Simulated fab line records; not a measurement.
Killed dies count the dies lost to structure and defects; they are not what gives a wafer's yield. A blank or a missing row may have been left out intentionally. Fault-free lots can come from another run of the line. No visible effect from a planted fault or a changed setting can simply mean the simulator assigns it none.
Which tool was responsible? | flow nand_harc | 36 wafers from 12 lots sampled at 2 of the route's 1302 steps

== WHAT EACH GAUGE READ, for each wafer ==
NHARC_P_BONDPAD_CD_MEAS_09 targets a cd of 500 nm.
lot  | measured     | on        | cd_nm (nm)
L075 | day 7 02:19  | cd_sem-02 | 495.7 496.3 498.3
L077 | day 7 19:38  | cd_sem-01 | 497.9 500.8 498.2
L079 | day 8 14:40  | cd_sem-02 | 499.4 499.2 495.7
L081 | day 9 17:45  | cd_sem-02 | 498.0 499.1 500.3
L083 | day 10 14:13 | cd_sem-03 | 500.1 501.7 500.6
L085 | day 11 16:34 | cd_sem-02 | 496.7 500.6 500.4
L089 | day 12 15:19 | cd_sem-02 | 498.9 496.6 497.9
L088 | day 12 17:52 | cd_sem-02 | 500.4 499.2 499.1
L091 | day 13 19:49 | cd_sem-02 | 499.3 499.4 499.6
L093 | day 14 14:55 | cd_sem-01 | 499.4 498.2 499.2
L095 | day 15 15:22 | cd_sem-03 | 499.4 498.2 498.3
L097 | day 16 03:21 | cd_sem-02 | 499.5 499.1 497.8

== TOOL THAT RAN EACH LOT (tool first, then ch and the chambers of the sampled wafers, then the start) ==
lot  | NHARC_P_M2_DEGAS_29
L075 | pvd_sputter-02, day 6 23:08
L077 | pvd_sputter-03, day 7 16:19
L079 | pvd_sputter-01, day 8 11:28
L081 | pvd_sputter-01, day 9 14:32
L083 | pvd_sputter-03, day 10 10:51
L085 | pvd_sputter-01, day 11 12:55
L089 | pvd_sputter-03, day 12 11:59
L088 | pvd_sputter-03, day 12 14:41
L091 | pvd_sputter-02, day 13 16:28
L093 | pvd_sputter-03, day 14 11:35
L095 | pvd_sputter-03, day 15 11:53
L097 | pvd_sputter-02, day 15 23:44
- NHARC_P_M2_DEGAS_29: time 60 s.

== THE ANSWER, worked out from the rows above alone ==
Rule: usual is defined by the lots themselves. Put in order of their means at a reading, lots are off if they are a third of the lots or fewer, leave a main group of 4 or more, and stand apart from it by a gap of 3 or more times the standard deviation of the main group's means; of several such gaps the widest counts. A main group whose means are all the same, to the digits that the tables above print for the reading, isn't used. A lot without any number at a reading at which 4 lots or more have one is off too. Where the step has rows for the other lots, those lots are counted as sound.
No lot is off on any of the readings shown, so nothing can be concluded from this.

== WHAT THE SIMULATOR HAD PUT IN ==
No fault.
